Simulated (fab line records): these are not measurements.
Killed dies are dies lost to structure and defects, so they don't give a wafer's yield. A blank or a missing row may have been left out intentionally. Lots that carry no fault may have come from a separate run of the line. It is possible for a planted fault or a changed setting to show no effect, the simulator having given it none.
fab line records -- flow nand_harc
record: lots: 5, wafers: 15, last_day: 24
route steps=1159 shown P_ZERO_WELL@14 END@1159
lots that met no fault: from a run of the same line without faults
start_h: the number of hours between the record's first day and the start of the first shown wafer of the lot -- wait_h: how many hours have passed since the lot's step before this one -- " identical to the entry in the row above -- L1.1+2: one row covering several wafers at once -- - either no value or no given start -- * or withheld: withheld -- < > ~ a bound
route shown NAME@n: names a module that has steps shown in the file, with the first one's number in the route -- usual: mean and standard deviation over wafers with no fault -- same: alike in all rows -- chamber/n: place in a boat -- sites: the reading at each site -- _std_site: their standard deviation -- _edge_site: inner sites' mean taken away from outer sites' mean -- radius_mm: for every site, how far away it sits from the centre of the wafer -- mask NAME#n: copy n -- behind: the last tool/chamber to shape the wafer -- hold: why the lot went on hold/how many hours it stayed there/how the hold came to an end -- device: which transistor (n, p or np) failed to switch -- end of line: the tests these same wafers got at the end of their route -- a step given without rows: its recipe and nothing more -- killed: at the first sort, the dies lost to defects and structure; wafer yield is something else -- map: per-die view of a wafer (x killed, . not killed, _ where there is no die)
set.NAME: the setting that was run; set.NAME@STEP: the one run at that earlier step -- model.NAME: the simulator's own value behind a step, which no gauge read
certain route steps with their lots: each step a table, each wafer a row
services: when a tool's chamber went out of use (start_h, in hours from the record's first day, below 0 if earlier), for how many hours, and the reason
== steps ==
step: NHARC_P_ZERO_WELL_CD_MEAS_11
recipe: target_cd_nm: 500, landing_energy_ev: 500
usual: cd_nm: 500.2/2
lot.wafer,tool,chamber,start_h,wait_h,cd_nm
L674.2,cd_sem-02,0,19.31,-,498.8
L674.3,cd_sem-02,0,19.31,-,497.2
L674.5,cd_sem-02,0,19.31,-,498.7
L676.2,cd_sem-03,0,31.46,-,500.7
L676.3,cd_sem-03,0,31.46,-,498.6
L676.5,cd_sem-03,0,31.46,-,500.9
L680.3,cd_sem-03,0,55.13,-,502.3
L680.4,cd_sem-03,0,55.13,-,501.2
L680.6,cd_sem-03,0,55.13,-,504.4
L689.3,cd_sem-03,0,109.24,-,500.9
L689.4,cd_sem-03,0,109.24,-,503.1
L689.5,cd_sem-03,0,109.24,-,497.2
L696.1,cd_sem-03,0,151.11,-,499.7
L696.2,cd_sem-03,0,151.11,-,497.8
L696.3,cd_sem-03,0,151.11,-,496.6
step: NHARC_P_ZERO_WELL_HARDBAKE_12
recipe: temp_c: 118, time_s: 65
step: NHARC_P_ZERO_WELL_DESCUM_13
recipe: time_s: 3, o2_flow_sccm: 200, ar_flow_sccm: 0, bias_power_w: 0, chemistry: O2
usual: drypump_motor_current_A: 5.6/0.31, o2_flow_sccm: 200.0/0.6, oes_product_au: 0.996/0.01, rf_vpp_V: 58.0/0.85, showerhead_plenum_p_Torr: 1.97/0.08, throttle_valve_pct: 11.311/0.0085
lot.wafer,tool,chamber,start_h,wait_h,drypump_motor_current_A,o2_flow_sccm,oes_product_au,rf_hours_counter_h,rf_vpp_V,showerhead_plenum_p_Torr,throttle_valve_pct
L674.2,rie_diel-01,2,19.48,-,5.8,198.8,0.995,2,58.2,2.01,11.295
L674.3,rie_diel-01,3,19.48,-,5.1,200.0,1.012,3,57.9,2.02,11.302
L674.5,rie_diel-01,2,19.48,-,5.8,199.3,0.995,-,58.0,2.01,11.304
L676.2,rie_diel-08,0,31.64,-,5.6,200.1,1.006,4,58.9,2.07,11.313
L676.3,rie_diel-08,1,31.64,-,5.5,199.4,0.990,5,57.3,1.92,11.303
L676.5,rie_diel-08,2,31.64,-,5.3,199.1,1.007,-,58.1,1.85,11.308
L680.4,rie_diel-08,3,55.28,-,6.0,199.4,0.979,7,58.1,2.03,11.306
L680.3,rie_diel-08,2,55.28,-,5.3,200.1,0.996,7,59.0,1.85,11.325
L680.6,rie_diel-08,0,55.28,-,5.6,200.1,1.003,-,58.0,2.07,11.322
L689.4,rie_diel-08,1,109.40,-,5.6,199.7,0.977,12,58.7,1.92,11.318
L689.3,rie_diel-08,2,109.40,-,5.3,199.5,1.010,11,57.4,1.85,11.300
L689.5,rie_diel-08,1,109.40,-,5.6,200.0,0.989,-,58.0,1.92,11.302
L696.1,rie_diel-08,2,151.27,-,5.3,199.7,0.990,1,57.8,1.85,11.308
L696.3,rie_diel-08,3,151.27,-,6.0,200.3,0.997,1,57.0,2.03,11.313
L696.2,rie_diel-08,0,151.27,-,5.6,200.1,1.004,1,56.8,2.06,11.303
step: NHARC_P_ZERO_WELL_ETCH_65
recipe: target_depth_a: 800, overetch_a: 240, time_s: 87.88, ion_energy_ev: 200, n2_flow_sccm: 150, h2_flow_sccm: 150, ar_flow_sccm: 0, rf_w: 400, bias_w: 150, chemistry: N2/H2
usual: drypump_motor_current_A: 5.61/0.29, h2_flow_sccm: 150.0/0.46, n2_flow_sccm: 150.0/0.51, oes_product_au: 0.996/0.0097, rf_vpp_V: 431.9/2.5, showerhead_plenum_p_Torr: 2.09/0.09, throttle_valve_pct: 14.172/0.0092
lot.wafer,tool,chamber,start_h,wait_h,drypump_motor_current_A,h2_flow_sccm,n2_flow_sccm,oes_product_au,rf_hours_counter_h,rf_vpp_V,showerhead_plenum_p_Torr,throttle_valve_pct
L674.3,rie_diel-01,2,19.57,0.1,5.83,150.6,150.1,0.991,2,432.9,2.15,14.189
L674.2,rie_diel-01,3,19.57,0.1,5.15,150.4,149.5,0.983,3,432.7,2.16,14.175
L674.5,rie_diel-01,2,19.57,0.1,5.85,149.9,149.4,0.981,-,433.9,2.15,14.161
L676.3,rie_diel-08,1,31.72,0.1,5.56,149.4,150.1,0.997,5,429.6,2.05,14.162
L676.2,rie_diel-08,2,31.72,0.1,5.33,149.8,149.6,0.990,4,429.1,1.97,14.183
L676.5,rie_diel-08,3,31.72,0.1,6.04,150.7,150.0,0.980,-,434.3,2.17,14.173
L680.4,rie_diel-08,3,55.36,0.1,6.00,150.2,150.0,0.979,7,433.5,2.17,14.173
L680.3,rie_diel-08,1,55.36,0.1,5.55,149.8,150.4,0.994,8,430.1,2.05,14.177
L680.6,rie_diel-08,0,55.36,0.1,5.59,149.6,149.8,1.014,-,435.6,2.21,14.174
L689.3,rie_diel-08,1,109.48,0.1,5.55,149.8,149.6,0.998,12,430.3,2.05,14.190
L689.4,rie_diel-08,2,109.48,0.1,5.33,150.3,150.6,0.995,11,430.2,1.97,14.180
L689.5,rie_diel-08,1,109.48,0.1,5.58,149.8,150.6,0.991,-,431.3,2.05,14.184
L696.3,rie_diel-08,2,151.36,0.1,5.32,150.0,150.2,0.998,1,428.8,1.97,14.179
L696.2,rie_diel-08,3,151.36,0.1,6.03,150.1,150.2,1.002,1,434.7,2.17,14.163
L696.1,rie_diel-08,0,151.36,0.1,5.61,149.7,150.6,1.011,1,435.3,2.21,14.167
step: NHARC_P_ZERO_WELL_ETCH_62
recipe: target_depth_a: 130, time_s: 6.5, chf3_flow_sccm: 50, ar_flow_sccm: 200, rf_w: 500, bias_w: 200, chemistry: CHF3/Ar
usual: drypump_motor_current_A: 5.59/0.28, oes_product_au: 0.956/0.021, rf_vpp_V: 371.6/2.2, showerhead_plenum_p_Torr: 2.39/0.095, throttle_valve_pct: 20.215/0.0086
lot.wafer,tool,chamber,start_h,wait_h,drypump_motor_current_A,oes_product_au,rf_hours_counter_h,rf_vpp_V,showerhead_plenum_p_Torr,throttle_valve_pct
L674.3,rie_diel-01,1,-,-,5.81,0.918,3,373.5,2.46,20.211
L674.2,rie_diel-01,2,-,-,5.83,0.927,3,371.3,2.46,20.219
L674.5,rie_diel-01,0,-,-,5.62,0.934,-,371.9,2.40,20.218
L676.2,rie_diel-08,1,-,-,5.55,0.912,5,371.9,2.35,20.219
L676.3,rie_diel-08,0,-,-,5.58,0.918,4,375.0,2.52,20.221
L676.5,rie_diel-08,1,-,-,5.53,0.914,-,371.8,2.35,20.214
L680.3,rie_diel-08,1,-,-,5.55,0.914,8,370.7,2.35,20.209
L680.4,rie_diel-08,3,-,-,6.01,0.904,7,373.1,2.48,20.215
L680.6,rie_diel-08,2,-,-,5.34,0.924,-,367.3,2.27,20.213
L689.3,rie_diel-08,2,-,-,5.34,0.978,11,370.7,2.27,20.205
L689.4,rie_diel-08,3,-,-,6.01,0.960,10,372.4,2.48,20.202
L689.5,rie_diel-08,2,-,-,5.33,0.987,-,367.6,2.27,20.214
L696.3,rie_diel-08,0,-,-,5.58,0.981,1,373.8,2.52,20.211
L696.2,rie_diel-08,2,-,-,5.31,0.961,1,370.0,2.27,20.215
L696.1,rie_diel-08,3,-,-,5.99,0.960,1,373.2,2.48,20.214
step: NHARC_P_ZERO_WELL_ETCH_63
recipe: target_depth_a: 1200, time_s: 40.1, hbr_flow_sccm: 150, cl2_flow_sccm: 50, rf_w: 400, icp_w: 400, bias_w: 100, chemistry: HBr/Cl2
usual: drypump_motor_current_A: 5.6/0.41, he_backside_leak_sccm: 2.60/0.24, mfc_cl2_sccm: 50.02/0.15, oes_product_au: 1.005/0.01, throttle_valve_pct: 26.405/0.009
lot.wafer,tool,chamber,start_h,wait_h,drypump_motor_current_A,he_backside_leak_sccm,mfc_cl2_sccm,oes_product_au,rf_hours_counter_h,throttle_valve_pct
L674.3,rie_si-03,3,19.74,-,5.3,2.52,50.01,0.998,0.5,26.405
L674.2,rie_si-03,0,19.74,-,4.9,2.67,50.01,1.005,0.5,26.421
L674.5,rie_si-03,3,19.74,-,5.3,2.72,49.99,0.998,-,26.419
L676.3,rie_si-01,1,31.88,-,6.7,2.88,50.39,1.017,0.9,26.405
L676.2,rie_si-01,0,31.88,-,4.9,2.89,50.16,1.017,0.9,26.403
L676.5,rie_si-01,1,31.88,-,6.7,2.82,50.10,0.999,-,26.409
L680.3,rie_si-03,2,55.54,-,5.5,2.59,49.93,1.004,0.1,26.403
L680.4,rie_si-03,3,55.54,-,5.3,2.62,49.95,1.001,0.8,26.406
L680.6,rie_si-03,2,55.54,-,5.5,2.70,49.93,1.006,-,26.397
L689.3,rie_si-01,1,109.67,-,6.7,2.80,50.18,1.008,1.6,26.413
L689.4,rie_si-01,2,109.67,-,5.7,2.45,50.13,0.998,1.5,26.426
L689.5,rie_si-01,0,109.67,-,4.9,2.97,50.27,1.004,-,26.410
L696.3,rie_si-01,2,151.54,-,5.7,2.34,50.02,1.012,0.1,26.401
L696.2,rie_si-01,3,151.54,-,6.2,2.72,49.60,1.009,0.1,26.410
L696.1,rie_si-01,0,151.54,-,4.9,2.93,50.22,1.005,0.2,26.397
step: NHARC_P_ZERO_WELL_STRIP_15
recipe: time_s: 900, temp_c: 130, chemistry: SPM
step: NHARC_P_ZERO_WELL_DEHYDRATE_16
recipe: temp_c: 150, time_s: 120
step: NHARC_P_ZERO_WELL_HMDS_17
recipe: time_s: 30
step: NHARC_P_ZERO_WELL_COAT_18
recipe: spin_rpm: withheld
step: NHARC_P_ZERO_WELL_SOFTBAKE_19
recipe: temp_c: 122, time_s: 95
step: NHARC_P_ZERO_WELL_EBR_20
step: NHARC_P_ZERO_WELL_EXPOSE_21
recipe: na: 0.6, target_cd_nm: 720, dose_mj: 22.31, mask_id: P_NWELL
lot.wafer,tool,chamber,start_h,wait_h,mask
L674.2+3+5,krf_scanner-04,0,20.43,-,P_NWELL#0
L676.2+3+5,krf_scanner-02,0,32.68,-,P_NWELL#0
L680.3+4+6,krf_scanner-02,0,56.31,-,P_HVPW#0
L689.3+4+5,krf_scanner-04,0,110.31,-,P_NWELL#0
L696.1+2+3,krf_scanner-03,0,152.30,-,P_NWELL#0
step: NHARC_P_ZERO_WELL_PEB_22
recipe: peb_temp_c: 118, peb_time_s: 85
step: NHARC_P_ZERO_WELL_DEVELOP_23
recipe: time_s: 70
step: NHARC_P_ZERO_WELL_CD_MEAS_24
recipe: target_cd_nm: 720, landing_energy_ev: 500
usual: cd_nm: 718.9/2.2
lot.wafer,tool,chamber,start_h,wait_h,cd_nm
L674.2,cd_sem-01,0,20.58,-,715.9
L674.3,cd_sem-01,0,20.58,-,715.6
L674.5,cd_sem-01,0,20.58,-,716.7
L676.2,cd_sem-02,0,32.83,-,718.1
L676.3,cd_sem-02,0,32.83,-,717.3
L676.5,cd_sem-02,0,32.83,-,714.1
L680.3,cd_sem-01,0,56.47,-,-
L680.4,cd_sem-01,0,56.47,-,-
L680.6,cd_sem-01,0,56.47,-,-
L689.3,cd_sem-02,0,110.46,-,718.1
L689.4,cd_sem-02,0,110.46,-,717.0
L689.5,cd_sem-02,0,110.46,-,721.2
L696.1,cd_sem-03,0,152.46,-,721.4
L696.2,cd_sem-03,0,152.46,-,720.6
L696.3,cd_sem-03,0,152.46,-,723.1
step: NHARC_P_ZERO_WELL_HARDBAKE_25
recipe: temp_c: 125, time_s: 80
step: NHARC_END_SORT_01
recipe: temp_c: 25
usual: killed_at_array: 25/9.5, killed_at_other: 0.8/1.2, killed_at_periphery: 3.4/2.2, killed_dies: 29/10, killed_open: 3.3/1.8, killed_short: 2.1/1.4
same: gross_dies: 677
lot.wafer,tool,chamber,start_h,wait_h,killed_at_array,killed_at_other,killed_at_periphery,killed_dies,killed_open,killed_short
L680.3,prober-02,0,487.47,3.1,34,0,643,677,1,3
L680.4,prober-02,0,488.26,3.4,35,0,642,677,4,3
L680.6,prober-02,0,489.86,4.0,31,0,646,677,2,1
killed by level:class
L680.3 P_ZERO_WELL:area_expose=635 A_SLIT:chamber_film_flake=14 A_CHANNEL_HOLE_D1:chamber_film_flake=11 A_CONTACT:chamber_film_flake=4 P_ZERO_WELL:chamber_film_flake=3 A_STAIRCASE:chamber_film_flake=2 P_GATE:geometric_particle:open=1 P_M1:geometric_particle:short=1
L680.4 P_ZERO_WELL:area_expose=636 A_CHANNEL_HOLE_D1:chamber_film_flake=16 A_SLIT:chamber_film_flake=7 A_WL_FILL:geometric_particle:short=3 P_GATE:chamber_film_flake=2 A_SGD_CUT:chamber_film_flake=2 A_CONTACT:chamber_film_flake=2 P_GATE:geometric_particle:open=1
L680.6 P_ZERO_WELL:area_expose=643 A_SLIT:chamber_film_flake=13 A_CHANNEL_HOLE_D1:chamber_film_flake=10 A_SGD_CUT:chamber_film_flake=4 P_M2:geometric_particle:open=2 A_CONTACT:chamber_film_flake=2 A_CHANNEL_FILL_D1:geometric_particle:short=1 P_STI:chamber_film_flake=1
map L680.3 (x killed, . not)
____________x____________
_________xxxxxxx_________
_______xxxxxxxxxxx_______
______xxxxxxxxxxxxx______
_____xxxxxxxxxxxxxxx_____
____xxxxxxxxxxxxxxxxx____
____xxxxxxxxxxxxxxxxx____
___xxxxxxxxxxxxxxxxxxx___
___xxxxxxxxxxxxxxxxxxx___
__xxxxxxxxxxxxxxxxxxxxx__
__xxxxxxxxxxxxxxxxxxxxx__
_xxxxxxxxxxxxxxxxxxxxxxx_
_xxxxxxxxxxxxxxxxxxxxxxx_
_xxxxxxxxxxxxxxxxxxxxxxx_
_xxxxxxxxxxxxxxxxxxxxxxx_
_xxxxxxxxxxxxxxxxxxxxxxx_
xxxxxxxxxxxxxxxxxxxxxxxxx
xxxxxxxxxxxxxxxxxxxxxxxxx
xxxxxxxxxxxxxxxxxxxxxxxxx
xxxxxxxxxxxxxxxxxxxxxxxxx
xxxxxxxxxxxxxxxxxxxxxxxxx
_xxxxxxxxxxxxxxxxxxxxxxx_
_xxxxxxxxxxxxxxxxxxxxxxx_
_xxxxxxxxxxxxxxxxxxxxxxx_
_xxxxxxxxxxxxxxxxxxxxxxx_
_xxxxxxxxxxxxxxxxxxxxxxx_
__xxxxxxxxxxxxxxxxxxxxx__
__xxxxxxxxxxxxxxxxxxxxx__
___xxxxxxxxxxxxxxxxxxx___
___xxxxxxxxxxxxxxxxxxx___
____xxxxxxxxxxxxxxxxx____
____xxxxxxxxxxxxxxxxx____
_____xxxxxxxxxxxxxxx_____
______xxxxxxxxxxxxx______
_______xxxxxxxxxxx_______
_________xxxxxxx_________
____________x____________
map L676.3 (x killed, . not)
____________.____________
_________......._________
_______..........._______
______.............______
_____..............._____
____.................____
____...x.............____
___.....xx.......x....___
___..xx...............___
__..x..x.x..x..........__
__...x.xx..............__
_....x.x................_
_....x.................._
_.................x....._
_.x....................._
_......................._
.........................
.........................
...........x.............
x...........xx...........
.x...........x.......x...
_...x...x..............._
_........x.............._
_........xx............._
_...........x..x........_
_........x.....x........_
__......x....x.........__
__........x............__
___...................___
___...................___
____.................____
____.................____
_____......x........_____
______.............______
_______..........._______
_________......._________
____________.____________
== services ==
tool,chamber,start_h,hours,kind
rie_diel-01,1,2.89,1.9,repair
krf_scanner-03,-,4.07,4.0,pm
krf_scanner-04,-,4.69,2.6,repair
rie_diel-08,0,5.80,-,clean
rie_diel-08,1,5.80,-,clean
rie_diel-08,2,5.80,-,clean
rie_diel-08,3,5.80,-,clean
rie_si-01,3,6.49,5.0,repair
rie_diel-08,0,30.30,-,clean
rie_diel-08,1,30.30,-,clean
rie_diel-08,2,30.30,-,clean
rie_diel-08,3,30.30,-,clean
rie_diel-08,0,37.74,15.8,repair
krf_scanner-02,-,38.00,4.0,pm
rie_si-01,1,59.93,7.8,repair
rie_si-03,1,94.57,12.2,repair
rie_si-03,3,112.71,12.2,repair
rie_diel-08,-,124.80,9.0,pm
rie_si-01,3,126.23,13.4,repair
krf_scanner-04,-,126.25,4.0,pm
krf_scanner-03,-,126.33,12.7,repair
rie_si-01,-,127.00,9.0,pm
rie_diel-01,-,137.82,9.0,pm
krf_scanner-04,-,138.07,1.1,repair
== key ==
first_sign: step: NHARC_P_ZERO_WELL_EXPOSE_21, reading: mask, direction: changed
effect: step: NHARC_P_ZERO_WELL_CD_MEAS_24, reading: cd_nm, direction: missing
effect: step: NHARC_END_SORT_01, reading: killed_at_periphery, direction: up, sigmas: 99+, usual: 3.4, struck: 643.7
more_kills_born_at: NHARC_P_ZERO_WELL_EXPOSE_21@krf_scanner-02: 1914
met_at NHARC_P_ZERO_WELL_EXPOSE_21
struck_wafers L680.3,L680.4,L680.6
later_rows_left_out L680.3,L680.4,L680.6
tester_left_out L680
onset_between 32.68 56.31
fault: kind: wrong_mask, tool: any, chamber: -, onset_h: 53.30, steps: NHARC_P_ZERO_WELL_EXPOSE_21, aux_copy: P_HVPW#0, scope: struck_lots_only
tester_left_out: of these lots the tester's yield and bins aren't shown, on N5 and GAA mostly nor the transistor test; their killed dies are dies lost to structure and defects alone, not to doping, threshold or leakage, so they don't give the yield
later_rows_left_out: the simulator's readings of these wafers behind a module that went badly wrong aren't trusted and aren't shown, but for the sort
